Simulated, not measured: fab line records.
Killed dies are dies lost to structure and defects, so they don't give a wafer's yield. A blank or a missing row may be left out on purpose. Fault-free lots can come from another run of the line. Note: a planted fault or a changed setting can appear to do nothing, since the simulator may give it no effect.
What tool caused it? :: flow n5Finfet :: 8 lots, 24 wafers sampled, at 5 steps of a route of 1938

== WHAT THE GAUGES SHOWED, per wafer ==
N5_BEOL_M4_RC_MEAS_101. Usual: DIBL_N 36.4 mV/V, standard deviation 1.3; DIBL_P 36.5 mV/V, standard deviation 1.7; IOFF_N 0.154 nA/um, standard deviation 0.022; IOFF_P 0.202 nA/um, standard deviation 0.025; ION_N 671 uA/um, standard deviation 9.8; ION_P 460 uA/um, standard deviation 6.8; SS_N 71.6 mV/dec, standard deviation 0.54; SS_P 73.4 mV/dec, standard deviation 0.58; VT_N 250.9 mV, standard deviation 2.8; VT_P -251.4 mV, standard deviation 2.7.
lot: L173
measured: day 7 23:53
on: prober-01
DIBL_N (mV/V): 39.0 39.4 40.5
DIBL_P (mV/V): 37.2 37.7 39.9
IOFF_N (nA/um): 0.176 0.183 0.224
IOFF_P (nA/um): 0.213 0.222 0.259
ION_N (uA/um): 686 683 697
ION_P (uA/um): 469 461 477
SS_N (mV/dec): 73.3 72.5 72.8
SS_P (mV/dec): 74.2 74.1 74.2
VT_N (mV): 247.0 247.6 244.5
VT_P (mV): -251.2 -249.5 -250.8
flag: 

lot: L175
measured: day 8 07:36
on: prober-02
DIBL_N (mV/V): 37.7 34.9 37.6
DIBL_P (mV/V): 38.0 34.4 37.3
IOFF_N (nA/um): 0.170 0.125 0.170
IOFF_P (nA/um): 0.216 0.167 0.201
ION_N (uA/um): 667 657 672
ION_P (uA/um): 457 453 456
SS_N (mV/dec): 71.6 70.8 71.3
SS_P (mV/dec): 74.3 73.3 74.2
VT_N (mV): 249.1 255.3 251.2
VT_P (mV): -252.6 -256.2 -253.2
flag: 

lot: L183
measured: day 10 04:52
on: prober-01
DIBL_N (mV/V): 37.0 36.2 35.5
DIBL_P (mV/V): 36.6 35.5 34.2
IOFF_N (nA/um): 0.162 0.148 0.134
IOFF_P (nA/um): 0.231 0.208 0.188
ION_N (uA/um): 680 674 671
ION_P (uA/um): 472 463 462
SS_N (mV/dec): 71.5 71.1 71.2
SS_P (mV/dec): 73.0 72.7 71.7
VT_N (mV): 248.9 249.8 249.6
VT_P (mV): -249.5 -251.7 -250.8
flag: 

lot: L181
measured: day 10 06:40
on: prober-02
DIBL_N (mV/V): 36.6 35.6 35.2
DIBL_P (mV/V): 37.3 35.2 35.7
IOFF_N (nA/um): 0.159 0.135 0.135
IOFF_P (nA/um): 0.232 0.194 0.200
ION_N (uA/um): 669 664 669
ION_P (uA/um): 466 461 471
SS_N (mV/dec): 71.8 71.9 70.7
SS_P (mV/dec): 74.1 73.4 73.5
VT_N (mV): 250.7 253.0 251.4
VT_P (mV): -248.4 -250.1 -249.6
flag: 

lot: L189
measured: day 12 01:38
on: prober-01
DIBL_N (mV/V): 33.6 34.6 35.3
DIBL_P (mV/V): 33.9 35.4 36.2
IOFF_N (nA/um): 0.125 0.136 0.144
IOFF_P (nA/um): 0.181 0.197 0.205
ION_N (uA/um): 662 671 667
ION_P (uA/um): 457 463 457
SS_N (mV/dec): 70.7 71.0 71.8
SS_P (mV/dec): 72.4 73.3 73.4
VT_N (mV): 255.2 252.1 253.1
VT_P (mV): -250.4 -249.0 -250.7
flag: 

lot: L190
measured: day 12 04:25
on: prober-01
DIBL_N (mV/V): 34.8 35.5 36.8
DIBL_P (mV/V): 34.5 35.5 36.3
IOFF_N (nA/um): 0.125 0.136 0.145
IOFF_P (nA/um): 0.172 0.194 0.209
ION_N (uA/um): 655 660 659
ION_P (uA/um): 449 458 458
SS_N (mV/dec): 71.9 71.4 71.2
SS_P (mV/dec): 72.9 73.9 73.0
VT_N (mV): 256.1 254.0 250.3
VT_P (mV): -255.7 -254.8 -253.4
flag: 

lot: L191
measured: day 12 06:35
on: prober-02
DIBL_N (mV/V): 38.0 37.6 37.0
DIBL_P (mV/V): 37.3 37.1 36.4
IOFF_N (nA/um): 0.181 0.163 0.157
IOFF_P (nA/um): 0.232 0.225 0.221
ION_N (uA/um): 661 672 671
ION_P (uA/um): 451 461 463
SS_N (mV/dec): 72.6 72.0 71.7
SS_P (mV/dec): 73.1 73.5 73.4
VT_N (mV): 249.9 252.3 250.5
VT_P (mV): -248.6 -251.1 -250.3
flag: 

lot: L192
measured: day 12 18:36
on: prober-01
DIBL_N (mV/V): 35.8 38.0 36.2
DIBL_P (mV/V): 35.5 37.1 35.9
IOFF_N (nA/um): 0.135 0.161 0.139
IOFF_P (nA/um): 0.225 0.260 0.243
ION_N (uA/um): 662 656 655
ION_P (uA/um): 466 461 458
SS_N (mV/dec): 70.9 72.7 71.7
SS_P (mV/dec): 73.0 73.9 73.3
VT_N (mV): 253.4 249.9 252.5
VT_P (mV): -250.0 -247.8 -245.9
flag: 

N5_BEOL_M9_THK_MEAS_01. Usual: M9_ILD_THK typically reads 269 nm, with standard deviation 3.2.
lot: L173
measured: day 9 12:13
on: filmMetro-02
M9_ILD_THK (nm): 267 267 274
flag: 

lot: L175
measured: day 9 19:35
on: filmMetro-02
M9_ILD_THK (nm): 267 269 270
flag: 

lot: L183
measured: day 11 23:20
on: filmMetro-01
M9_ILD_THK (nm): 536 536 546
flag: OFF

lot: L181
measured: day 12 00:31
on: filmMetro-01
M9_ILD_THK (nm): 263 266 268
flag: 

lot: L189
measured: day 13 14:05
on: filmMetro-01
M9_ILD_THK (nm): 540 547 545
flag: OFF

lot: L190
measured: day 13 21:29
on: filmMetro-02
M9_ILD_THK (nm): 264 266 265
flag: 

lot: L191
measured: day 13 21:16
on: filmMetro-02
M9_ILD_THK (nm): 268 268 270
flag: 

lot: L192
measured: day 14 07:49
on: filmMetro-02
M9_ILD_THK (nm): 268 268 272
flag: 

== WHICH TOOL RAN EACH LOT (tool, then ch and the chambers of the sampled wafers, then the start) ==
lot: L173
N5_BEOL_M8_VIA_ETCH_34: rieDiel-06 ch 0,1,2, day 9 08:31
N5_BEOL_M8_STRIP_36: rieDiel-06 ch 0,1,2, day 9 08:34
N5_BEOL_M9_ILD_DEP_00: pecvd-03 ch 1,2, day 9 11:38

lot: L175
N5_BEOL_M8_VIA_ETCH_34: rieDiel-06 ch 1,2,3, day 9 15:50
N5_BEOL_M8_STRIP_36: rieDiel-06 ch 1,2,3, day 9 15:54
N5_BEOL_M9_ILD_DEP_00: pecvd-03 ch 0,2, day 9 18:47

lot: L183
N5_BEOL_M8_VIA_ETCH_34: rieDiel-05 ch 1,2, day 11 17:51
N5_BEOL_M8_STRIP_36: rieDiel-05 ch 1,2, day 11 17:54
N5_BEOL_M9_ILD_DEP_00: pecvd-03 ch 1,2, day 11 22:29

lot: L181
N5_BEOL_M8_VIA_ETCH_34: rieDiel-06 ch 0,1,3, day 11 20:26
N5_BEOL_M8_STRIP_36: rieDiel-06 ch 0,1,3, day 11 20:29
N5_BEOL_M9_ILD_DEP_00: pecvd-02 ch 0,1,2, day 11 23:40

lot: L189
N5_BEOL_M8_VIA_ETCH_34: rieDiel-02 ch 1,2, day 13 09:32
N5_BEOL_M8_STRIP_36: rieDiel-02 ch 1,2, day 13 09:35
N5_BEOL_M9_ILD_DEP_00: pecvd-02 ch 1,2, day 13 13:14

lot: L190
N5_BEOL_M8_VIA_ETCH_34: rieDiel-06 ch 0,2, day 13 16:59
N5_BEOL_M8_STRIP_36: rieDiel-06 ch 0,2, day 13 17:03
N5_BEOL_M9_ILD_DEP_00: pecvd-03 ch 0,1,2, day 13 20:53

lot: L191
N5_BEOL_M8_VIA_ETCH_34: rieDiel-05 ch 2,3, day 13 16:54
N5_BEOL_M8_STRIP_36: rieDiel-05 ch 2,3, day 13 16:57
N5_BEOL_M9_ILD_DEP_00: pecvd-01 ch 1,2, day 13 20:40

lot: L192
N5_BEOL_M8_VIA_ETCH_34: rieDiel-05 ch 2,3, day 14 02:55
N5_BEOL_M8_STRIP_36: rieDiel-05 ch 2,3, day 14 02:58
N5_BEOL_M9_ILD_DEP_00: pecvd-02 ch 0,2, day 14 07:13
- N5_BEOL_M8_VIA_ETCH_34: etches SiCOH lowk in C4F6/O2, target depth 125.5 nm, time 50.5 s.
- N5_BEOL_M8_STRIP_36: strips in N2/H2.
- N5_BEOL_M9_ILD_DEP_00: deposits SiCOH lowk from DEMS/porogen, target thk 308.51 nm, time 58 s.

== WHAT THE TOOLS THEMSELVES READ (means of the sampled wafers that have a number; where no wafer has one, the mark that the record gives instead) ==
N5_BEOL_M8_VIA_ETCH_34. Usual: O2_flow_sccm 10.00 sccm, standard deviation 0.031; drypumpMotorCurrentA 5.9 A, standard deviation 0.37; oes_f_703_au 0.78 a.u., standard deviation 0.087; oesProductAu 0.78 a.u., standard deviation 0.089; rfFwdPowerW 341.7 W, standard deviation 1.7; rfVppV 665 V, standard deviation 6; showerheadPlenumPTorr 2.79 Torr, standard deviation 0.078; throttleValvePct 20.99 %, standard deviation 0.27.
lot: L173
tool: rieDiel-06
O2_flow_sccm (sccm): 10.01
drypumpMotorCurrentA (A): 5.9
oes_f_703_au (a.u.): 0.86
oesProductAu (a.u.): 0.86
rfFwdPowerW (W): 340.9
rfVppV (V): 668
showerheadPlenumPTorr (Torr): 2.80
throttleValvePct (%): 20.76
flag: 

lot: L175
tool: rieDiel-06
O2_flow_sccm (sccm): 9.96
drypumpMotorCurrentA (A): 6.0
oes_f_703_au (a.u.): 0.80
oesProductAu (a.u.): 0.81
rfFwdPowerW (W): 341.0
rfVppV (V): 666
showerheadPlenumPTorr (Torr): 2.79
throttleValvePct (%): 20.85
flag: 

lot: L183
tool: rieDiel-05
O2_flow_sccm (sccm): 10.01
drypumpMotorCurrentA (A): 5.5
oes_f_703_au (a.u.): 0.87
oesProductAu (a.u.): 0.88
rfFwdPowerW (W): 341.4
rfVppV (V): 667
showerheadPlenumPTorr (Torr): 2.82
throttleValvePct (%): 20.80
flag: 

lot: L181
tool: rieDiel-06
O2_flow_sccm (sccm): 10.03
drypumpMotorCurrentA (A): 6.0
oes_f_703_au (a.u.): 0.77
oesProductAu (a.u.): 0.77
rfFwdPowerW (W): 341.7
rfVppV (V): 668
showerheadPlenumPTorr (Torr): 2.77
throttleValvePct (%): 20.98
flag: 

lot: L189
tool: rieDiel-02
O2_flow_sccm (sccm): 9.98
drypumpMotorCurrentA (A): 5.8
oes_f_703_au (a.u.): 0.72
oesProductAu (a.u.): 0.70
rfFwdPowerW (W): 342.2
rfVppV (V): 671
showerheadPlenumPTorr (Torr): 2.85
throttleValvePct (%): 21.25
flag: 

lot: L190
tool: rieDiel-06
O2_flow_sccm (sccm): 9.99
drypumpMotorCurrentA (A): 5.8
oes_f_703_au (a.u.): 0.86
oesProductAu (a.u.): 0.87
rfFwdPowerW (W): 342.9
rfVppV (V): 668
showerheadPlenumPTorr (Torr): 2.77
throttleValvePct (%): 20.72
flag: 

lot: L191
tool: rieDiel-05
O2_flow_sccm (sccm): 9.99
drypumpMotorCurrentA (A): 6.1
oes_f_703_au (a.u.): 0.89
oesProductAu (a.u.): 0.88
rfFwdPowerW (W): 341.0
rfVppV (V): 658
showerheadPlenumPTorr (Torr): 2.86
throttleValvePct (%): 20.88
flag: 

lot: L192
tool: rieDiel-05
O2_flow_sccm (sccm): 9.99
drypumpMotorCurrentA (A): 5.9
oes_f_703_au (a.u.): 0.91
oesProductAu (a.u.): 0.91
rfFwdPowerW (W): 341.1
rfVppV (V): 657
showerheadPlenumPTorr (Torr): 2.83
throttleValvePct (%): 20.79
flag: 

N5_BEOL_M8_STRIP_36. Usual: drypumpMotorCurrentA 5.9 A (standard deviation 0.37); h2FlowSccm 200.0 sccm (standard deviation 0.63); n2FlowSccm 199.9 sccm (standard deviation 0.61); oesProductAu 0.78 a.u. (standard deviation 0.09); rfVppV 59.1 V (standard deviation 1.2); showerheadPlenumPTorr 2.48 Torr (standard deviation 0.076); throttleValvePct 23.7 % (standard deviation 0.32).
lot: L173
tool: rieDiel-06
drypumpMotorCurrentA (A): 5.9
h2FlowSccm (sccm): 199.5
n2FlowSccm (sccm): 200.9
oesProductAu (a.u.): 0.86
rfVppV (V): 59.4
showerheadPlenumPTorr (Torr): 2.50
throttleValvePct (%): 23.6
flag: 

lot: L175
tool: rieDiel-06
drypumpMotorCurrentA (A): 6.0
h2FlowSccm (sccm): 200.3
n2FlowSccm (sccm): 200.3
oesProductAu (a.u.): 0.80
rfVppV (V): 59.4
showerheadPlenumPTorr (Torr): 2.48
throttleValvePct (%): 23.7
flag: 

lot: L183
tool: rieDiel-05
drypumpMotorCurrentA (A): 5.5
h2FlowSccm (sccm): 199.8
n2FlowSccm (sccm): 199.6
oesProductAu (a.u.): 0.88
rfVppV (V): 59.7
showerheadPlenumPTorr (Torr): 2.52
throttleValvePct (%): 23.6
flag: 

lot: L181
tool: rieDiel-06
drypumpMotorCurrentA (A): 6.0
h2FlowSccm (sccm): 200.0
n2FlowSccm (sccm): 200.2
oesProductAu (a.u.): 0.78
rfVppV (V): 59.1
showerheadPlenumPTorr (Torr): 2.47
throttleValvePct (%): 23.8
flag: 

lot: L189
tool: rieDiel-02
drypumpMotorCurrentA (A): 5.8
h2FlowSccm (sccm): 199.8
n2FlowSccm (sccm): 199.9
oesProductAu (a.u.): 0.70
rfVppV (V): 59.0
showerheadPlenumPTorr (Torr): 2.54
throttleValvePct (%): 24.0
flag: 

lot: L190
tool: rieDiel-06
drypumpMotorCurrentA (A): 5.8
h2FlowSccm (sccm): 200.6
n2FlowSccm (sccm): 200.1
oesProductAu (a.u.): 0.86
rfVppV (V): 59.2
showerheadPlenumPTorr (Torr): 2.47
throttleValvePct (%): 23.4
flag: 

lot: L191
tool: rieDiel-05
drypumpMotorCurrentA (A): 6.0
h2FlowSccm (sccm): 200.0
n2FlowSccm (sccm): 200.2
oesProductAu (a.u.): 0.89
rfVppV (V): 58.9
showerheadPlenumPTorr (Torr): 2.54
throttleValvePct (%): 23.6
flag: 

lot: L192
tool: rieDiel-05
drypumpMotorCurrentA (A): 5.9
h2FlowSccm (sccm): 199.9
n2FlowSccm (sccm): 200.2
oesProductAu (a.u.): 0.91
rfVppV (V): 59.1
showerheadPlenumPTorr (Torr): 2.51
throttleValvePct (%): 23.5
flag: 

N5_BEOL_M9_ILD_DEP_00. Usual: heaterPowerW 324 W, standard deviation 47; rfFwdPowerW 496.8 W, standard deviation 1.6; showerheadPlenumPTorr 5.739 Torr, standard deviation 0.014; throttleValvePct 14.1 %, standard deviation 0.65.
lot: L173
tool: pecvd-03
heaterPowerW (W): 346
rfFwdPowerW (W): 496.0
showerheadPlenumPTorr (Torr): 5.737
throttleValvePct (%): 13.7
flag: 

lot: L175
tool: pecvd-03
heaterPowerW (W): 350
rfFwdPowerW (W): 496.0
showerheadPlenumPTorr (Torr): 5.727
throttleValvePct (%): 13.9
flag: 

lot: L183
tool: pecvd-03
heaterPowerW (W): 301
rfFwdPowerW (W): 497.8
showerheadPlenumPTorr (Torr): 5.751
throttleValvePct (%): 13.8
flag: 

lot: L181
tool: pecvd-02
heaterPowerW (W): 311
rfFwdPowerW (W): 496.4
showerheadPlenumPTorr (Torr): 5.739
throttleValvePct (%): 13.5
flag: 

lot: L189
tool: pecvd-02
heaterPowerW (W): 282
rfFwdPowerW (W): 495.4
showerheadPlenumPTorr (Torr): 5.737
throttleValvePct (%): 13.3
flag: 

lot: L190
tool: pecvd-03
heaterPowerW (W): 368
rfFwdPowerW (W): 496.9
showerheadPlenumPTorr (Torr): 5.740
throttleValvePct (%): 14.0
flag: 

lot: L191
tool: pecvd-01
heaterPowerW (W): 277
rfFwdPowerW (W): 497.1
showerheadPlenumPTorr (Torr): 5.727
throttleValvePct (%): 14.3
flag: 

lot: L192
tool: pecvd-02
heaterPowerW (W): 350
rfFwdPowerW (W): 494.7
showerheadPlenumPTorr (Torr): 5.751
throttleValvePct (%): 13.9
flag: 

== THE ANSWER, worked out from the rows above alone ==
Rule: lot off if the mean of its wafers having a number is beyond 3 standard deviations from the usual mean. Also off: a lot with no number at a reading for which 4 or more lots have one. Where the step has rows for the other lots, those lots are counted as sound. First the gauges in route order, then the tools' own readings, where a lot's mean is used as printed above. At the first step where some lot is off, the reading lying furthest off is the one used; lots without a number count as furthest.
Off: L183, L189, at N5_BEOL_M9_THK_MEAS_01 (M9_ILD_THK).
If a tool, at a process step before that reading, ran all the lots that are off and no sound lot after the first of them, it fits. Gauges at N5_BEOL_M9_THK_MEAS_01: tried the same way as those tools. Not one of the candidates tried fits.

== WHAT WAS PUT IN BY THE SIMULATOR ==
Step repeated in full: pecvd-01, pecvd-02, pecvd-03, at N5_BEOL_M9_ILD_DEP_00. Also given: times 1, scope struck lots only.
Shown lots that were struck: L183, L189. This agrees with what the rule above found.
